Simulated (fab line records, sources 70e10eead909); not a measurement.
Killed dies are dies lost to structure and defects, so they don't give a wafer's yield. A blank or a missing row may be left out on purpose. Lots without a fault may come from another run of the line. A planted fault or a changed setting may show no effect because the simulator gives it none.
A struck lot beside a sound one | flow nand_harc | 40 steps out of a route of 1302
Sound: wafers L688.2, L688.4, L688.6. Struck: wafers L698.2, L698.6. (L698.4 of the same lot was not struck and is left out.) The cause comes at the end.
At each step with rows: each side's tool, then ch and its chambers, then its first start. Under that, the readings that differ: sound wafers | struck wafers | difference of the means | sigmas: that difference in standard deviations of wafers without a fault.
alike: readings whose means differ by less than 2 such deviations, and words and numbers that are the same on both sides. not compared: withheld readings, readings that some wafer has no value for, bounds like >300 that may hide the same value, and numbers for which the record gives no deviation and whose values overlap.
The two part at a step that has a row with sigmas, a row that says differs or no value, or rows on one side only. Numbers that don't overlap but have no deviation are shown without sigmas and don't part them. A reading that every wafer of one side lacks parts them only if that side has two wafers or more.

NHARC_THIN_TSV_ETCH_44: etches the open film in CF4/O2, target depth 1594.2 nm, time 797.1 s.
  sound on rie_diel-05 ch 1,3, day 27 08:57; struck on rie_diel-05 ch 0,1, day 31 02:28
  alike: drypump_motor_current_A, oes_product_au, rf_vpp_V, showerhead_plenum_p_Torr, throttle_valve_pct
  not compared: rf_hours_counter_h
then, 1 step without rows for these wafers: NHARC_THIN_TSV_ETCH_15 (target depth 3000 nm, bosch target overetch cycles 2, bosch etch step 2.8 s).
NHARC_THIN_TSV_CD_MEAS_16:
  sound on cd_sem-02, day 27 09:37; struck on cd_sem-02, day 31 03:04
  alike: cd_nm
NHARC_THIN_TSV_STRIP_45: strips in O2.
  sound on plasma_asher-01 ch 0, day 27 09:42; struck on plasma_asher-01 ch 0,1, day 31 03:08
  alike: drypump_motor_current_A, heater_power_w
  not compared: rf_hours_counter_h
then, 8 steps without rows for these wafers: NHARC_THIN_TSV_STRIP_46 (strips in post etch residue remover, time 1200 s); NHARC_THIN_TSV_DEP_47 (deposits SiO2, target thk 200 nm); NHARC_THIN_TSV_ETCHBACK_48 (etches the open film in C4F8/Ar, target depth 1028.5 nm, time 405.17 s); NHARC_THIN_TSV_STRIP_62 (strips in N2/H2, time 20 s); NHARC_THIN_TSV_DEGAS_49 (time 120 s); NHARC_THIN_TSV_PRE_CLEAN_50 (time 30 s); NHARC_THIN_TSV_PVD_19 (deposits TaN, target thk 20 nm); NHARC_THIN_TSV_PVD_51 (deposits Cu, target thk 100 nm).
NHARC_THIN_TSV_ECD_20: material Cu, target thk 2000 nm.
  sound on ecd_cu-02 ch 1, day 27 11:53; struck on ecd_cu-02 ch 0,1, day 31 05:19
then, 1 step without rows for these wafers: NHARC_THIN_TSV_ANNEAL_52 (time 90 s).
NHARC_THIN_TSV_CMP_21: polishes, t overpolish 30 s, target thk 2000 nm.
  sound on cmp-03 ch 0,2, day 27 12:58; struck on cmp-03 ch 1,3, day 31 06:25
  alike: motor_current_A, overpolish_run_s
then, 13 steps without rows for these wafers: NHARC_THIN_TSV_SRD_23; NHARC_THIN_TSV_DEGAS_53 (time 60 s); NHARC_THIN_TSV_PRE_CLEAN_54 (time 30 s); NHARC_THIN_TSV_PVD_55 (deposits TiN, target thk 50 nm); NHARC_THIN_TSV_PVD_24 (deposits Al, target thk 800 nm); NHARC_THIN_TSV_DEHYDRATE_25 (time 120 s); NHARC_THIN_TSV_HMDS_26 (time 30 s); NHARC_THIN_TSV_COAT_27; NHARC_THIN_TSV_SOFTBAKE_28 (time 95 s); NHARC_THIN_TSV_EBR_29; NHARC_THIN_TSV_EXPOSE_30 (exposes mask PAD); NHARC_THIN_TSV_PEB_31 (peb time 85 s); NHARC_THIN_TSV_DEVELOP_32 (time 70 s).
NHARC_THIN_TSV_CD_MEAS_33: target cd 5000 nm.
  sound on cd_sem-01 ch 0, day 27 14:34; struck on cd_sem-03 ch 0, day 31 08:01
  alike: cd_nm
then, 1 step without rows for these wafers: NHARC_THIN_TSV_HARDBAKE_34 (time 80 s).
NHARC_THIN_TSV_DESCUM_35: chemistry O2, time 3 s.
  sound on rie_diel-05 ch 0,2,3, day 27 14:45; struck on rie_diel-09 ch 1,3, day 31 08:11
  alike: drypump_motor_current_A, oes_product_au, rf_vpp_V, showerhead_plenum_p_Torr, throttle_valve_pct
  not compared: rf_hours_counter_h
NHARC_THIN_TSV_ETCH_59: etches the open film in Cl2/BCl3, target depth 880 nm, time 138.1 s.
  sound on rie_metal-03 ch 0,1, day 27 14:54; struck on rie_metal-01 ch 0, day 31 08:20
  alike: drypump_motor_current_A, oes_product_au, throttle_valve_pct
  not compared: rf_hours_counter_h
then, 3 steps without rows for these wafers: NHARC_THIN_TSV_ETCH_36 (etches the open film in Cl2/BCl3, target depth 65 nm, time 18.571 s); NHARC_THIN_TSV_STRIP_56 (strips in O2); NHARC_THIN_TSV_STRIP_57 (strips in post etch residue remover, time 1200 s).
NHARC_THIN_TSV_CD_MEAS_37:
  sound on cd_sem-02, day 27 16:01; struck on cd_sem-01, day 31 09:27
  alike: cd_nm
then, 1 step without rows for these wafers: NHARC_THIN_TSV_ANNEAL_58 (time 1800 s).
NHARC_THIN_TSV_INSPECT_40:
  sound on defect_inspect-01, day 27 20:40; struck on defect_inspect-02, day 31 14:05
  reading          | sound       | struck  | difference | sigmas
  raw_defect_count | 419 524 428 | 687 522 | +148       | +2
NHARC_END_WLT_00:
  the record has rows for the sound wafers here (prober-01, day 27 21:13) and none for the struck ones
NHARC_END_SORT_01:
  the record has rows for the struck wafers here (prober-02 ch 0, day 31 17:55) and none for the sound ones

WHERE THEY PART
First at NHARC_THIN_TSV_INSPECT_40; last, within this record, at NHARC_END_SORT_01.

WHY: what the simulator had put in
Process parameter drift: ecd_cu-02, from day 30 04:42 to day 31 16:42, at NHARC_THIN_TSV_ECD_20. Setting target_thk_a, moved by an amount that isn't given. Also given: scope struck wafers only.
